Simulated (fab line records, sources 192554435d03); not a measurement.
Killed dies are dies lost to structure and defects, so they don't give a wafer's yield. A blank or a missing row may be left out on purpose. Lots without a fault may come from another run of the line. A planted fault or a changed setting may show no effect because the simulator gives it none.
Split-lot experiment | flow n5_finfet | 7 lots, 21 wafers read, on a route of 1938 steps

THE SPLIT
At N5_FIN_SAQP_PECVD_47 (deposits a-Si from SiH4/He, target thk 45 nm, time 36.3 s), the setting time_s was moved away from the recipe's 36.3 s on 7 of the 21 wafers read, by -7.9% to +8.2%. The other wafers ran this setting at the recipe's value.

FROM THE SPLIT TO THE READING: what the file shows between them, 3 steps
- N5_FIN_SAQP_DEVELOP_15: develop time 30 s (also split here: develop_time_s)
- N5_FIN_SAQP_ETCH_57: etches SiNx in CH3F/O2, target depth 32.5 nm, time 46.4 s
- N5_FIN_SAQP_ETCH_65: etches SiO2 in CF4, target depth 4 nm, time 4.4 s

THE READING
etch.depth_nm (the simulator's own value, which no gauge read), in nm, at N5_FIN_SAQP_MANDREL_ETCH_58 (etches a-Si in HBr/Cl2, stops on SiNx, target depth 45 nm, bt time 10 s, time 27 s). The file gives no usual value for it. The 14 wafers here that ran the recipe average 45.25 nm, standard deviation 0.43 nm.

wafer  | tool, chamber at the split | time_s as run, s | against the recipe | etch.depth_nm, nm | against lot-mates on the recipe
L076.2 | pecvd-02, 1                | 36.3             | recipe             | 44.49             | -
L076.4 | pecvd-02, 1                | 38.43            | +5.9%              | 48.13             | +3.35
L076.5 | pecvd-02, 2                | 36.3             | recipe             | 45.07             | -
L078.1 | pecvd-04, 0                | 36.3             | recipe             | 45.07             | -
L078.3 | pecvd-04, 2                | 36.3             | recipe             | 45.01             | -
L078.4 | pecvd-04, 2                | 36.3             | recipe             | 45.55             | -
L083.1 | pecvd-03, 1                | 39.28            | +8.2%              | 48.44             | +2.71
L083.5 | pecvd-03, 2                | 36.3             | recipe             | 45.74             | -
L083.6 | pecvd-03, 0                | 36.3             | recipe             | 45.72             | -
L090.4 | pecvd-02, 2                | 33.42            | -7.9%              | 42.19             | -3.38
L090.5 | pecvd-02, 1                | 36.3             | recipe             | 45.57             | -
L090.6 | pecvd-02, 0                | 33.42            | -7.9%              | 43.03             | -2.54
L092.1 | pecvd-02, 1                | 38.76            | +6.8%              | 48.65             | +3.05
L092.3 | pecvd-02, 2                | 38.76            | +6.8%              | 47.96             | +2.36
L092.6 | pecvd-02, 0                | 36.3             | recipe             | 45.6              | -
L093.1 | pecvd-04, 0                | 36.3             | recipe             | 45.14             | -
L093.2 | pecvd-04, 1                | 38.22            | +5.3%              | 47.7              | +2.19
L093.3 | pecvd-04, 1                | 36.3             | recipe             | 45.88             | -
L097.3 | pecvd-03, 1                | 36.3             | recipe             | 44.42             | -
L097.4 | pecvd-03, 0                | 36.3             | recipe             | 45.24             | -
L097.5 | pecvd-03, 1                | 36.3             | recipe             | 45.03             | -

THE FIT
A straight line over all 21 wafers: etch.depth_nm changes by +0.395 nm for each +1% of time_s; r = +0.96; the points scatter about the line by 0.46 nm.
The same after taking each lot's own level away (the mean of its wafers on the recipe; 21 wafers): +0.392 nm for each +1%; r = +0.97; scatter 0.39 nm.
On that fit, the largest move of time_s shifts the reading by 3.2 nm.
The lots' own levels span 44.780 to 45.730 nm, that is 2.2 times the standard deviation above.
So the lot-to-lot level changes the slope little: the two slopes agree.
Check: with one of the wafers moved furthest among these (+8.2%) left out of the fit, the line predicts +3.42 nm for it against its lot-mates. It came out at +2.71 nm against them.

OTHER SPLITS ON THESE WAFERS
These wafers also went through other splits before the reading. Each is held against what the fit with the lots' levels taken away leaves over:
other split on the same wafers                    | wafers away from the commonest value | r with etch.depth_nm (lot level and that fit taken away)
N5_WELL_APT_COAT_02 spin_rpm                      | 6                                    | -0.16
N5_PMOS_HMC_CHANNEL_EPI_COAT_03 spin_rpm          | 3                                    | +0.05
N5_PMOS_HMC_CHANNEL_EPI_DEVELOP_08 develop_time_s | 7                                    | +0.32
N5_FIN_SAQP_DEVELOP_15 develop_time_s             | 11                                   | -0.36

THE WHOLE CHAIN: every reading that the file lists as answering this split, in the file's order
step                        | what it does                                                                       | reading                                                                           | change (the file's fit)               | r (the file's)
N5_FIN_SAQP_PECVD_47        | deposits a-Si from SiH4/He, target thk 45 nm, time 36.3 s                          | a-Si_of_FIN_SAQP_PECVD_47.thk_nm (the simulator's own value, which no gauge read) | +0.399 nm for each +1% of the setting | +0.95
N5_FIN_SAQP_MANDREL_ETCH_58 | etches a-Si in HBr/Cl2, stops on SiNx, target depth 45 nm, bt time 10 s, time 27 s | etch.depth_nm (the simulator's own value, which no gauge read)                    | +0.399 nm for each +1% of the setting | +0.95

THE FILE'S OWN FIT
etch.depth_nm changes by +0.399 nm for each +1% of time_s, r = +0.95.
